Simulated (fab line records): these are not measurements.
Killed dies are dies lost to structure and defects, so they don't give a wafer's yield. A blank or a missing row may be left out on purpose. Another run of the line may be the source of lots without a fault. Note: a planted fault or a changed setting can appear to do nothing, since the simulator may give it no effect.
Matching of chambers + flow nand harc + NHARC_P_M2_STRIP_18 on rie diel-03 has 4 sister chambers
The step strips in N2/H2. 8 wafers are shown with their chamber, then 8 later ones without.

WAFERS, EACH WITH ITS CHAMBER
| wafer  | chamber | drypump motor current A (A) | oes product au (a.u.) |
|--------|---------|-----------------------------|-----------------------|
| L075.1 | 0       | 5.9                         | 1.007                 |
| L076.1 | 3       | 5.9                         | 0.996                 |
| L079.4 | 0       | 5.9                         | 0.996                 |
| L079.5 | 3       | 5.9                         | 1.004                 |
| L082.3 | 2       | 5.7                         | 1.001                 |
| L082.5 | 2       | 5.8                         | 1.024                 |
| L082.6 | 1       | 5.7                         | 0.990                 |
| L088.3 | 1       | 5.7                         | 0.991                 |

WAFERS WHOSE CHAMBER IS MISSING
| wafer  | drypump motor current A (A) | oes product au (a.u.) |
|--------|-----------------------------|-----------------------|
| L088.4 | 5.9                         | 1.002                 |
| L088.6 | 5.9                         | 1.006                 |
| L092.3 | 5.9                         | 1.019                 |
| L092.4 | 5.8                         | 0.991                 |
| L092.5 | 5.7                         | 1.003                 |
| L095.2 | 5.7                         | 1.012                 |
| L095.4 | 5.9                         | 1.024                 |
| L095.5 | 5.9                         | 1.006                 |

WHICH CHAMBER EACH WENT THROUGH
| wafer  | from the rows above               | in truth |
|--------|-----------------------------------|----------|
| L088.4 | can't be placed: 0 or 3           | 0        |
| L088.6 | can't be placed: 0 or 3           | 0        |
| L092.3 | can't be placed: 0 or 3           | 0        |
| L092.4 | can't be placed: 2 or 1 or 3 or 0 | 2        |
| L092.5 | can't be placed: 1 or 2           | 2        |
| L095.2 | can't be placed: 2 or 1           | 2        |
| L095.4 | can't be placed: 0 or 3           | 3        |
| L095.5 | can't be placed: 0 or 3           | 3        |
0 of 8 placed correctly. From these rows, 8 cannot be placed; in 8 the true chamber is one of the candidates. Wrongly placed: 0.
How it was worked out, from the rows above alone: a wafer's distance from a chamber is the root of the sum, over the readings, of the square of ((its reading less the chamber's mean) divided by the reading's scatter). If the next closest chamber is less than 2 further off than the closest, the wafer can't be placed; otherwise it belongs to the closest. For every chamber, the mean is computed from those of its wafers that are shown. How the scatter is found: for the shown wafers, subtract from each reading the mean of its chamber, square and add these, divide the total by (wafers less chambers), then take the root.
